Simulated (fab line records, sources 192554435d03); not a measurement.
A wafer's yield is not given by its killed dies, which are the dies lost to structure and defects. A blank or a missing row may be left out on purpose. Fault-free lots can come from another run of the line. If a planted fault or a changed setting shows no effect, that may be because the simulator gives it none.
One fault through the eyes of 2 desks    flow n5_finfet    each desk holds nothing but its own numbers, with what lay behind them at the end

== FROM THE METROLOGY DESK ==
Means of the sampled wafers that have a number, per lot and without regard to the tool the lot ran on: this is what the gauges read. A lot is out of limits, marked OUT, if its mean lies more than 4 standard deviations from the usual mean; the brackets give that distance. Readings shown: 7 of its 10, picked as those furthest out on some lot.
Columns: A = DIBL_N at N5_BEOL_M4_RC_MEAS_101, usual 36.2 mV/V; B = DIBL_P at N5_BEOL_M4_RC_MEAS_101, usual 36.1 mV/V; C = IOFF_N at N5_BEOL_M4_RC_MEAS_101, usual 0.16 nA/um; D = IOFF_P at N5_BEOL_M4_RC_MEAS_101, usual 0.22 nA/um; E = ION_N at N5_BEOL_M4_RC_MEAS_101, usual 675 uA/um; F = SS_N at N5_BEOL_M4_RC_MEAS_101, usual 71.5 mV/dec; G = VT_N at N5_BEOL_M4_RC_MEAS_101, usual 250 mV
lot   first seen here  A     B     C     D     E    F     G
L953  day 8 06:53      37.1  35.7  0.18  0.21  683  71.4  248
L966  day 11 16:01     39.1  39.8  0.20  0.26  687  72.5  246
L968  day 12 00:11     38.3  38.9  0.21  0.26  695  72.5  246
L970  day 12 08:26     36.5  35.4  0.15  0.20  676  71.4  251
This desk's verdict: no lot among the 4 shows anything out of limits.

== AT THE TOOL OWNER'S DESK: litho_track-01 ==
The tool's own readings at N5_MOL_CONTACT_COAG_COAT_77 (time 60 s, resist thk 10 nm): means of the sampled wafers that have a number, for each lot that ran on this tool. A lot is out of limits, marked OUT, if its mean lies more than 4 standard deviations from the usual mean; the brackets give that distance.
Columns: A = spin_speed_rpm at N5_MOL_CONTACT_COAG_COAT_77, usual 1500.1 rpm
lot   first seen here  A
L953  day 5 07:34      1501.1
L966  day 8 08:19      1429.6 (-77) OUT
L968  day 9 00:01      1429.0 (-77) OUT
This desk's finding: out of limits on L966, L968; first on L966, day 8 08:19 (spin_speed_rpm at N5_MOL_CONTACT_COAG_COAT_77). Within limits: L953.

== ALL TOGETHER ==
The tool owner's desk had the chance to raise an alarm at day 8 08:19 on L966, L968.
Nothing out of limits was seen by the metrology desk.
The metrology desk has L966, L968 on record, within its limits.
The lots listed all ran N5_MOL_CONTACT_COAG_COAT_77 on litho_track-01.

== WHAT THE SIMULATOR PUT IN ==
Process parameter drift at N5_MOL_CONTACT_COAG_COAT_77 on litho_track-01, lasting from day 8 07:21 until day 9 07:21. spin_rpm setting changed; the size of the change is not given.
Struck lots among those shown: L966, L968.
Hours from the fault's start to each desk's first reading out of limits: the tool owner's desk, 1.
